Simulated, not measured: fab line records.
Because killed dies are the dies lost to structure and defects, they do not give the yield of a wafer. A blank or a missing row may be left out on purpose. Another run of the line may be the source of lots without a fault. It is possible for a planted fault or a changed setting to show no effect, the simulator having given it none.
fab line records	flow n5_finfet
record lots=24	wafers=72	last_day=17
route steps=1938 shown BEOL_M11@1550 BEOL_M12@1613
lots with no fault: from the same line, run without faults
start_h: hours from the record's opening day to when the first of the lot's shown wafers began	wait_h: hours from the lot's prior step to this one	" repeats the value in the row above	L1.1+2: a row that stands for several wafers	- value missing, or start not given	* or withheld: withheld	< > ~ a bound
route shown NAME@n: names a module that has steps shown in the file, with the first one's number in the route	usual: mean/standard deviation taken from wafers without a fault	same: alike in all rows	chamber/n: place in a boat	sites: per-site readings	_std_site: standard deviation across them	_edge_site: inner sites' mean taken away from outer sites' mean	radius_mm: for every site, how far away it sits from the centre of the wafer	mask NAME#n: copy n	behind: tool/chamber where the wafer was last shaped	hold: cause of the lot's hold/its duration in hours/its outcome	device: whichever transistor did not switch (one of n, p or np)	end of line: tests of these same wafers at the route's end	step lacking rows: just its recipe	killed: dies that structure and defects cost at the first sort, which is not the same as the wafer's yield	map: the dies of a wafer, with x for killed, . for not killed, _ for no die there
set.NAME: the setting as run; set.NAME@STEP: as run at that earlier step	model.NAME: the simulator's own value behind a step, which no gauge read
one table for each step of the route and one row for each wafer, over a sample of lots
services: from which hour (start_h, from the record's first day; less than 0 if before it) a tool's chamber was out of use, for how many hours, and why
## steps
# step N5_BEOL_M11_OVL_MEAS_12
# recipe points_per_wafer=44
# usual M11_OVL=-0.4/0.95
lot.wafer	tool	chamber	start_h	wait_h	M11_OVL[nm]
L074.2	overlay-01	0	225.48	0.0	-0.8
L074.5	"	0	"	"	0.5
L074.6	"	0	"	"	0.5
L077.1	overlay-02	0	229.59	0.0	0.6
L077.3	"	0	"	"	0.6
L077.5	"	0	"	"	0.5
L075.3	overlay-02	0	230.41	0.0	-0.9
L075.4	"	0	"	"	-1.0
L075.5	"	0	"	"	0.8
L076.2	overlay-02	0	234.05	0.0	0.5
L076.4	"	0	"	"	-1.3
L076.6	"	0	"	"	-1.5
L079.1	overlay-01	0	254.45	0.0	0.4
L079.4	"	0	"	"	-0.3
L079.6	"	0	"	"	0.7
L078.1	overlay-01	0	255.19	0.0	0.1
L078.3	"	0	"	"	0.8
L078.6	"	0	"	"	0.1
L080.1	overlay-02	0	255.57	0.0	-1.4
L080.3	"	0	"	"	-1.1
L080.6	"	0	"	"	-1.8
L081.1	overlay-02	0	264.38	0.0	-1.0
L081.4	"	0	"	"	-0.4
L081.6	"	0	"	"	-0.6
L083.1	overlay-01	0	268.87	0.0	1.4
L083.2	"	0	"	"	0.8
L083.4	"	0	"	"	0.3
L082.1	overlay-01	0	269.22	0.0	1.3
L082.4	"	0	"	"	0.2
L082.6	"	0	"	"	0.2
L084.3	overlay-01	0	277.89	0.0	-0.6
L084.5	"	0	"	"	-2.1
L084.6	"	0	"	"	-0.7
L085.2	overlay-01	0	285.64	0.0	-1.2
L085.4	"	0	"	"	-1.0
L085.6	"	0	"	"	-1.0
L086.1	overlay-01	0	292.92	0.0	-0.5
L086.2	"	0	"	"	-2.5
L086.4	"	0	"	"	-1.4
L087.2	overlay-02	0	301.59	0.0	-1.0
L087.5	"	0	"	"	-2.0
L087.6	"	0	"	"	-0.7
L088.2	overlay-01	0	310.15	0.0	-2.3
L088.3	"	0	"	"	-0.5
L088.5	"	0	"	"	-2.5
L090.1	overlay-02	0	310.31	0.0	0.1
L090.3	"	0	"	"	-0.3
L090.6	"	0	"	"	-0.8
L091.4	overlay-02	0	316.74	0.0	-1.0
L091.5	"	0	"	"	-1.0
L091.6	"	0	"	"	-0.2
L089.2	overlay-01	0	318.79	0.0	-0.8
L089.3	"	0	"	"	0.0
L089.6	"	0	"	"	-1.0
L092.1	overlay-02	0	333.42	0.0	2.1
L092.4	"	0	"	"	-0.4
L092.6	"	0	"	"	0.4
L093.1	overlay-01	0	342.08	0.0	0.2
L093.4	"	0	"	"	-0.1
L093.5	"	0	"	"	0.0
L095.1	overlay-02	0	342.97	0.0	0.5
L095.3	"	0	"	"	0.7
L095.4	"	0	"	"	-0.5
L094.2	overlay-02	0	345.81	0.0	-1.0
L094.3	"	0	"	"	-1.3
L094.4	"	0	"	"	0.1
L096.2	overlay-01	0	356.32	0.0	0.1
L096.3	"	0	"	"	0.2
L096.6	"	0	"	"	0.2
L097.1	overlay-01	0	360.66	0.0	0.3
L097.4	"	0	"	"	-0.1
L097.5	"	0	"	"	-1.0
# step N5_BEOL_M11_CD_MEAS_28
# recipe target_cd_nm=70	landing_energy_ev=500	detector=se_inlens	polarity=opening
# usual cd_nm=69.8/0.82
lot.wafer	tool	chamber	start_h	wait_h	cd_nm
L074.2	cd_sem-02	0	229.32	-	69.4
L074.5	"	0	"	"	69.1
L074.6	"	0	"	"	70.2
L077.1	cd_sem-02	0	230.81	-	69.1
L077.3	"	0	"	"	69.5
L077.5	"	0	"	"	68.8
L075.3	cd_sem-01	0	231.80	-	70.9
L075.4	"	0	"	"	70.6
L075.5	"	0	"	"	70.4
L076.2	cd_sem-01	0	235.67	-	71.0
L076.4	"	0	"	"	70.0
L076.6	"	0	"	"	70.4
L078.1	cd_sem-03	0	257.87	-	69.0
L078.3	"	0	"	"	69.8
L078.6	"	0	"	"	68.7
L079.1	cd_sem-03	0	258.05	-	70.1
L079.4	"	0	"	"	68.8
L079.6	"	0	"	"	69.2
L080.1	cd_sem-03	0	258.21	-	69.3
L080.3	"	0	"	"	70.7
L080.6	"	0	"	"	69.2
L081.1	cd_sem-03	0	267.80	-	71.5
L081.4	"	0	"	"	71.1
L081.6	"	0	"	"	72.2
L083.1	cd_sem-01	0	271.60	-	70.0
L083.2	"	0	"	"	70.0
L083.4	"	0	"	"	69.8
L082.1	cd_sem-01	0	271.77	-	68.5
L082.4	"	0	"	"	69.6
L082.6	"	0	"	"	68.0
L084.3	cd_sem-01	0	280.38	-	69.0
L084.5	"	0	"	"	68.6
L084.6	"	0	"	"	69.0
L085.2	cd_sem-01	0	287.13	-	70.7
L085.4	"	0	"	"	70.6
L085.6	"	0	"	"	70.3
L086.1	cd_sem-02	0	295.66	-	69.9
L086.2	"	0	"	"	69.9
L086.4	"	0	"	"	70.2
L087.2	cd_sem-01	0	302.61	-	68.6
L087.5	"	0	"	"	68.4
L087.6	"	0	"	"	69.4
L088.2	cd_sem-01	0	311.65	-	70.6
L088.3	"	0	"	"	71.1
L088.5	"	0	"	"	70.9
L090.1	cd_sem-02	0	311.81	-	70.1
L090.3	"	0	"	"	69.2
L090.6	"	0	"	"	69.7
L091.4	cd_sem-03	0	317.68	-	70.4
L091.5	"	0	"	"	69.6
L091.6	"	0	"	"	70.3
L089.2	cd_sem-01	0	319.72	-	68.3
L089.3	"	0	"	"	69.9
L089.6	"	0	"	"	69.6
L092.1	cd_sem-03	0	335.09	-	69.8
L092.4	"	0	"	"	68.3
L092.6	"	0	"	"	69.1
L095.1	cd_sem-01	0	344.87	-	69.5
L095.3	"	0	"	"	70.4
L095.4	"	0	"	"	70.4
L093.1	cd_sem-01	0	345.73	-	70.1
L093.4	"	0	"	"	69.4
L093.5	"	0	"	"	68.8
L094.2	cd_sem-02	0	346.92	-	70.4
L094.3	"	0	"	"	71.1
L094.4	"	0	"	"	69.5
L096.2	cd_sem-01	0	357.97	-	69.7
L096.3	"	0	"	"	70.1
L096.6	"	0	"	"	70.7
L097.1	cd_sem-01	0	361.49	-	69.5
L097.4	"	0	"	"	69.5
L097.5	"	0	"	"	68.0
# step N5_BEOL_M11_PRE_CLEAN_45
# recipe gas=H2/He	time_s=30	temp_c=250
# usual heater_power_w=339/35
lot.wafer	tool	chamber	start_h	wait_h	heater_power_w
L074.2	pvd_sputter-02	-	230.73	0.0	315
L074.5	"	-	"	"	300
L074.6	"	-	"	"	330
L077.1	pvd_sputter-02	-	233.09	0.0	369
L077.3	"	-	"	"	299
L077.5	"	-	"	"	388
L075.3	pvd_sputter-01	-	233.60	0.0	326
L075.4	"	-	"	"	382
L075.5	"	-	"	"	373
L076.2	pvd_sputter-01	-	236.95	0.0	325
L076.4	"	-	"	"	385
L076.6	"	-	"	"	331
L078.1	pvd_sputter-01	-	259.75	0.0	370
L078.3	"	-	"	"	367
L078.6	"	-	"	"	366
L079.1	pvd_sputter-03	-	260.76	0.0	383
L079.4	"	-	"	"	355
L079.6	"	-	"	"	312
L080.1	pvd_sputter-01	-	262.37	0.0	373
L080.3	"	-	"	"	322
L080.6	"	-	"	"	379
L081.1	pvd_sputter-01	-	269.06	0.0	284
L081.4	"	-	"	"	382
L081.6	"	-	"	"	324
L083.1	pvd_sputter-01	-	272.78	0.0	321
L083.2	"	-	"	"	365
L083.4	"	-	"	"	296
L082.1	pvd_sputter-01	-	273.55	0.0	377
L082.4	"	-	"	"	291
L082.6	"	-	"	"	291
L084.3	pvd_sputter-02	-	281.68	0.0	299
L084.5	"	-	"	"	301
L084.6	"	-	"	"	331
L085.2	pvd_sputter-01	-	288.44	0.0	380
L085.4	"	-	"	"	330
L085.6	"	-	"	"	290
L086.1	pvd_sputter-03	-	297.11	0.0	303
L086.2	"	-	"	"	352
L086.4	"	-	"	"	392
L087.2	pvd_sputter-01	-	305.35	0.0	369
L087.5	"	-	"	"	375
L087.6	"	-	"	"	288
L088.2	pvd_sputter-01	-	312.88	0.0	323
L088.3	"	-	"	"	374
L088.5	"	-	"	"	367
L090.1	pvd_sputter-03	-	313.31	0.0	301
L090.3	"	-	"	"	384
L090.6	"	-	"	"	381
L091.4	pvd_sputter-02	-	318.90	0.0	321
L091.5	"	-	"	"	298
L091.6	"	-	"	"	357
L089.2	pvd_sputter-03	-	321.11	0.0	362
L089.3	"	-	"	"	387
L089.6	"	-	"	"	350
L092.1	pvd_sputter-03	-	336.73	0.0	372
L092.4	"	-	"	"	303
L092.6	"	-	"	"	301
L095.1	pvd_sputter-03	-	346.62	0.0	304
L095.3	"	-	"	"	357
L095.4	"	-	"	"	383
L093.1	pvd_sputter-02	-	347.24	0.0	383
L093.4	"	-	"	"	299
L093.5	"	-	"	"	363
L094.2	pvd_sputter-02	-	350.06	0.0	361
L094.3	"	-	"	"	305
L094.4	"	-	"	"	327
L096.2	pvd_sputter-02	-	359.82	0.0	371
L096.3	"	-	"	"	379
L096.6	"	-	"	"	395
L097.1	pvd_sputter-03	-	362.99	0.0	396
L097.4	"	-	"	"	313
L097.5	"	-	"	"	291
# step N5_BEOL_M11_INSPECT_58
# recipe inspect_instrument=darkfield	mode=post_dep
# usual raw_defect_count=75/24
lot.wafer	tool	chamber	start_h	wait_h	raw_defect_count
L074.2	defect_inspect-01	-	233.09	0.0	58
L074.5	"	-	"	"	48
L074.6	"	-	"	"	69
L077.1	defect_inspect-02	-	234.71	0.0	81
L077.3	"	-	"	"	80
L077.5	"	-	"	"	50
L075.3	defect_inspect-01	-	235.10	0.0	87
L075.4	"	-	"	"	108
L075.5	"	-	"	"	90
L076.2	defect_inspect-02	-	238.59	0.0	92
L076.4	"	-	"	"	84
L076.6	"	-	"	"	49
L078.1	defect_inspect-02	-	261.50	0.0	71
L078.3	"	-	"	"	65
L078.6	"	-	"	"	47
L079.1	defect_inspect-01	-	263.50	0.0	42
L079.4	"	-	"	"	97
L079.6	"	-	"	"	79
L080.1	defect_inspect-02	-	264.58	0.0	169
L080.3	"	-	"	"	87
L080.6	"	-	"	"	101
L081.1	defect_inspect-02	-	270.61	0.0	38
L081.4	"	-	"	"	59
L081.6	"	-	"	"	60
L083.1	defect_inspect-01	-	274.59	0.0	57
L083.2	"	-	"	"	68
L083.4	"	-	"	"	94
L082.1	defect_inspect-01	-	275.48	0.0	44
L082.4	"	-	"	"	61
L082.6	"	-	"	"	74
L084.3	defect_inspect-01	-	283.55	0.0	124
L084.5	"	-	"	"	93
L084.6	"	-	"	"	112
L085.2	defect_inspect-02	-	290.66	0.0	67
L085.4	"	-	"	"	58
L085.6	"	-	"	"	51
L086.1	defect_inspect-01	-	299.26	0.0	72
L086.2	"	-	"	"	75
L086.4	"	-	"	"	76
L087.2	defect_inspect-01	-	306.97	0.0	99
L087.5	"	-	"	"	68
L087.6	"	-	"	"	128
L088.2	defect_inspect-01	-	314.47	0.0	39
L088.3	"	-	"	"	92
L088.5	"	-	"	"	111
L090.1	defect_inspect-02	-	316.59	0.0	48
L090.3	"	-	"	"	78
L090.6	"	-	"	"	56
L091.4	defect_inspect-01	-	320.76	0.0	48
L091.5	"	-	"	"	57
L091.6	"	-	"	"	52
L089.2	defect_inspect-02	-	324.34	0.0	94
L089.3	"	-	"	"	66
L089.6	"	-	"	"	72
L092.1	defect_inspect-01	-	340.07	0.0	87
L092.4	"	-	"	"	79
L092.6	"	-	"	"	73
L095.1	defect_inspect-01	-	349.20	0.0	78
L095.3	"	-	"	"	61
L095.4	"	-	"	"	52
L093.1	defect_inspect-02	-	349.63	0.0	76
L093.4	"	-	"	"	57
L093.5	"	-	"	"	48
L094.2	defect_inspect-02	-	351.69	0.0	91
L094.3	"	-	"	"	100
L094.4	"	-	"	"	81
L096.2	defect_inspect-02	-	361.75	0.0	71
L096.3	"	-	"	"	71
L096.6	"	-	"	"	89
L097.1	defect_inspect-02	-	364.75	0.0	87
L097.4	"	-	"	"	66
L097.5	"	-	"	"	97
# step N5_BEOL_M12_OVL_MEAS_11
# recipe points_per_wafer=44
# usual V11_OVL=-5/5.2
lot.wafer	tool	chamber	start_h	wait_h	V11_OVL[nm]
L074.2	overlay-01	0	233.59	0.0	-15
L074.5	"	0	"	"	-7
L074.6	"	0	"	"	-15
L077.1	overlay-01	0	235.21	0.0	1
L077.3	"	0	"	"	-2
L077.5	"	0	"	"	-2
L075.3	overlay-01	0	235.61	0.0	-5
L075.4	"	0	"	"	-4
L075.5	"	0	"	"	-9
L076.2	overlay-01	0	239.09	0.0	-3
L076.4	"	0	"	"	-8
L076.6	"	0	"	"	-10
L078.1	overlay-01	0	262.00	0.0	-1
L078.3	"	0	"	"	1
L078.6	"	0	"	"	2
L079.1	overlay-01	0	264.01	0.0	-1
L079.4	"	0	"	"	2
L079.6	"	0	"	"	2
L080.1	overlay-01	0	265.09	0.0	-2
L080.3	"	0	"	"	0
L080.6	"	0	"	"	-9
L081.1	overlay-02	0	271.12	0.0	-6
L081.4	"	0	"	"	-6
L081.6	"	0	"	"	2
L083.1	overlay-02	0	275.22	0.0	-10
L083.2	"	0	"	"	-6
L083.4	"	0	"	"	-8
L082.1	overlay-02	0	276.11	0.0	-13
L082.4	"	0	"	"	-3
L082.6	"	0	"	"	-10
L084.3	overlay-01	0	284.05	0.0	-9
L084.5	"	0	"	"	-3
L084.6	"	0	"	"	-6
L085.2	overlay-01	0	291.28	0.0	5
L085.4	"	0	"	"	-7
L085.6	"	0	"	"	-7
L086.1	overlay-02	0	299.76	0.0	-6
L086.2	"	0	"	"	-2
L086.4	"	0	"	"	-6
L087.2	overlay-01	0	307.59	0.0	0
L087.5	"	0	"	"	0
L087.6	"	0	"	"	-3
L088.2	overlay-02	0	315.09	0.0	-6
L088.3	"	0	"	"	-6
L088.5	"	0	"	"	-10
L090.1	overlay-02	0	317.10	0.0	-2
L090.3	"	0	"	"	-5
L090.6	"	0	"	"	-10
L091.4	overlay-01	0	321.26	0.0	-8
L091.5	"	0	"	"	-9
L091.6	"	0	"	"	-9
L089.2	overlay-01	0	324.97	0.0	-6
L089.3	"	0	"	"	-4
L089.6	"	0	"	"	-9
L092.1	overlay-01	0	340.70	0.0	-13
L092.4	"	0	"	"	-9
L092.6	"	0	"	"	-2
L095.1	overlay-01	0	349.70	0.0	-10
L095.3	"	0	"	"	-10
L095.4	"	0	"	"	-14
L093.1	overlay-01	0	350.13	0.0	-4
L093.4	"	0	"	"	4
L093.5	"	0	"	"	-7
L094.2	overlay-01	0	352.20	0.0	2
L094.3	"	0	"	"	-8
L094.4	"	0	"	"	-1
L096.2	overlay-01	0	362.38	0.0	-1
L096.3	"	0	"	"	-3
L096.6	"	0	"	"	-13
L097.1	overlay-01	0	365.25	0.0	4
L097.4	"	0	"	"	-3
L097.5	"	0	"	"	5
# step N5_BEOL_M12_STRIP_37
# recipe chemistry=N2/H2	power_w=1000	temp_c=250	h2_frac=0.65	overash_fraction=0.3	pressure_mtorr=withheld	n2_flow_sccm=1750	h2_flow_sccm=3250
# usual drypump_motor_current_A=5.4/0.61	heater_power_w=325/18	oes_product_au=0.788/0.01
lot.wafer	tool	chamber	start_h	wait_h	drypump_motor_current_A	heater_power_w	oes_product_au	rf_hours_counter_h
L074.2	plasma_asher-02	1	235.27	0.0	5.2	299	0.794	126
L074.5	"	0	"	"	4.9	334	0.777	-
L074.6	"	1	"	"	5.2	298	0.781	-
L077.1	plasma_asher-02	1	236.91	0.0	5.2	298	0.805	126
L077.3	"	1	"	"	5.3	299	0.760	-
L077.5	"	1	"	"	5.2	290	0.796	-
L075.3	plasma_asher-01	1	237.23	0.1	5.3	328	0.799	-
L075.4	"	0	"	"	6.6	342	0.776	-
L075.5	"	0	"	"	6.6	337	0.801	-
L076.2	plasma_asher-02	0	240.92	0.0	4.9	325	0.804	127
L076.4	"	0	"	"	4.9	326	0.770	-
L076.6	"	1	"	"	5.2	299	0.787	-
L078.1	plasma_asher-02	0	263.92	0.0	4.9	329	0.793	131
L078.3	"	1	"	"	5.2	292	0.780	-
L078.6	"	0	"	"	4.9	326	0.797	-
L079.1	plasma_asher-01	1	265.53	0.0	5.3	337	0.788	69
L079.4	"	0	"	"	6.6	343	0.796	-
L079.6	"	1	"	"	5.3	324	0.775	-
L080.1	plasma_asher-02	0	266.69	0.0	4.9	331	0.783	131
L080.3	"	0	"	"	4.9	333	0.782	-
L080.6	"	0	"	"	4.9	339	0.790	-
L081.1	plasma_asher-01	1	272.88	0.0	5.3	339	0.770	71
L081.4	"	1	"	"	5.3	338	0.792	-
L081.6	"	0	"	"	6.6	331	0.785	-
L083.1	plasma_asher-01	1	277.01	0.0	5.3	337	0.768	72
L083.2	"	0	"	"	6.6	352	0.783	72
L083.4	"	1	"	"	5.3	338	0.784	-
L082.1	plasma_asher-01	0	277.64	0.0	6.6	343	0.789	72
L082.4	"	0	"	"	6.6	344	0.792	-
L082.6	"	1	"	"	5.3	334	0.786	-
L084.3	plasma_asher-01	1	285.88	0.1	5.3	326	0.793	-
L084.5	"	1	"	"	5.3	331	0.778	-
L084.6	"	0	"	"	6.6	343	0.799	-
L085.2	plasma_asher-02	1	292.95	0.0	5.2	303	0.780	137
L085.4	"	1	"	"	5.2	296	0.796	-
L085.6	"	0	"	"	4.9	337	0.769	-
L086.1	plasma_asher-02	0	301.55	0.0	4.9	329	0.797	138
L086.2	"	1	"	"	5.2	297	0.801	138
L086.4	"	0	"	"	4.9	336	0.796	-
L087.2	plasma_asher-01	0	309.15	0.0	6.6	335	0.766	79
L087.5	"	0	"	"	6.5	344	0.793	-
L087.6	"	1	"	"	5.3	333	0.796	-
L088.2	plasma_asher-02	1	316.74	0.0	5.2	308	0.787	141
L088.3	"	0	"	"	4.9	328	0.794	-
L088.5	"	0	"	"	4.9	339	0.789	-
L090.1	plasma_asher-02	1	318.77	0.0	5.2	295	0.804	142
L090.3	"	0	"	"	5.0	338	0.787	-
L090.6	"	1	"	"	5.2	300	0.788	-
L091.4	plasma_asher-01	1	322.82	0.1	5.3	335	0.797	-
L091.5	"	0	"	"	6.6	334	0.782	-
L091.6	"	1	"	"	5.3	330	0.786	-
L089.2	plasma_asher-01	0	326.63	0.0	6.6	342	0.779	84
L089.3	"	0	"	"	6.6	354	0.781	-
L089.6	"	1	"	"	5.3	335	0.805	-
L092.1	plasma_asher-02	0	342.63	0.0	4.9	322	0.798	146
L092.4	"	0	"	"	4.9	338	0.790	-
L092.6	"	0	"	"	4.9	331	0.795	-
L095.1	plasma_asher-01	0	351.42	0.0	6.6	337	0.801	89
L095.3	"	0	"	"	6.7	342	0.770	-
L095.4	"	1	"	"	5.3	344	0.781	-
L093.1	plasma_asher-02	1	351.94	0.0	5.2	297	0.786	147
L093.4	"	1	"	"	5.2	302	0.777	-
L093.5	"	0	"	"	4.9	342	0.808	-
L094.2	plasma_asher-02	1	353.72	0.0	5.2	305	0.779	148
L094.3	"	0	"	"	4.9	327	0.782	-
L094.4	"	1	"	"	5.2	289	0.788	-
L096.2	plasma_asher-02	0	363.93	0.0	4.9	334	0.771	149
L096.3	"	0	"	"	5.0	333	0.795	-
L096.6	"	0	"	"	4.9	327	0.786	-
L097.1	plasma_asher-02	1	367.04	0.0	5.2	295	0.775	150
L097.4	"	1	"	"	5.2	303	0.789	-
L097.5	"	1	"	"	5.2	300	0.805	-
## services
tool	chamber	start_h	hours	kind
plasma_asher-02	-	323.12	2.8	pm
pvd_sputter-01	-	347.55	1.5	repair
## key
fault none
